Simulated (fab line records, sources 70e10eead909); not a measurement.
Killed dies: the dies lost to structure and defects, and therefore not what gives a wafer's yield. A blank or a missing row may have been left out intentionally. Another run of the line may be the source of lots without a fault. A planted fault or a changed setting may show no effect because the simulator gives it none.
Chamber matching || flow nand-harc || rie-diel-10 running NHARC_A_BONDPAD_DESCUM_11: 4 sister chambers
The step chemistry O2, time 3 s. 8 wafers are shown with their chamber, then 8 later ones without.

WAFERS, EACH WITH ITS CHAMBER
{"wafer": "L448.1", "chamber": 1, "drypump-motor-current-A (A)": 5.93, "rf-vpp-V (V)": 57.2}
{"wafer": "L448.4", "chamber": 3, "drypump-motor-current-A (A)": 5.70, "rf-vpp-V (V)": 57.6}
{"wafer": "L450.4", "chamber": 3, "drypump-motor-current-A (A)": 5.70, "rf-vpp-V (V)": 56.6}
{"wafer": "L450.6", "chamber": 1, "drypump-motor-current-A (A)": 6.02, "rf-vpp-V (V)": 59.0}
{"wafer": "L454.1", "chamber": 0, "drypump-motor-current-A (A)": 5.83, "rf-vpp-V (V)": 57.7}
{"wafer": "L454.2", "chamber": 2, "drypump-motor-current-A (A)": 5.20, "rf-vpp-V (V)": 57.9}
{"wafer": "L454.6", "chamber": 0, "drypump-motor-current-A (A)": 5.86, "rf-vpp-V (V)": 58.5}
{"wafer": "L452.2", "chamber": 2, "drypump-motor-current-A (A)": 5.15, "rf-vpp-V (V)": 56.6}

WAFERS WHOSE CHAMBER IS MISSING
{"wafer": "L452.3", "drypump-motor-current-A (A)": 5.97, "rf-vpp-V (V)": 57.5}
{"wafer": "L452.5", "drypump-motor-current-A (A)": 5.86, "rf-vpp-V (V)": 57.9}
{"wafer": "L457.2", "drypump-motor-current-A (A)": 5.86, "rf-vpp-V (V)": 58.9}
{"wafer": "L457.3", "drypump-motor-current-A (A)": 5.69, "rf-vpp-V (V)": 57.5}
{"wafer": "L457.4", "drypump-motor-current-A (A)": 5.24, "rf-vpp-V (V)": 56.3}
{"wafer": "L458.1", "drypump-motor-current-A (A)": 5.17, "rf-vpp-V (V)": 55.9}
{"wafer": "L458.2", "drypump-motor-current-A (A)": 5.87, "rf-vpp-V (V)": 60.3}
{"wafer": "L458.4", "drypump-motor-current-A (A)": 5.70, "rf-vpp-V (V)": 56.7}

WHICH CHAMBER EACH WENT THROUGH
{"wafer": "L452.3", "from the rows above": 1, "in truth": 1}
{"wafer": "L452.5", "from the rows above": 0, "in truth": 0}
{"wafer": "L457.2", "from the rows above": 0, "in truth": 0}
{"wafer": "L457.3", "from the rows above": 3, "in truth": 3}
{"wafer": "L457.4", "from the rows above": 2, "in truth": 2}
{"wafer": "L458.1", "from the rows above": 2, "in truth": 2}
{"wafer": "L458.2", "from the rows above": "can't be placed: 0 or 1", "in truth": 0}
{"wafer": "L458.4", "from the rows above": 3, "in truth": 3}
Placed correctly: 7 of 8. From these rows, 1 cannot be placed; in 1 the true chamber is one of the candidates. 0 placed wrongly.
How it was worked out, from the rows above alone: a wafer's distance from a chamber is the root of the sum, over the readings, of the square of ((its reading less the chamber's mean) divided by the reading's scatter). The wafer belongs to the nearest chamber; if the next one is less than 2 further off, it can't be placed. Each chamber's mean is taken over the wafers shown for it. The scatter is the square root of a quotient: the sum, over the shown wafers, of each reading's squared deviation from its chamber's mean, divided by wafers minus chambers.
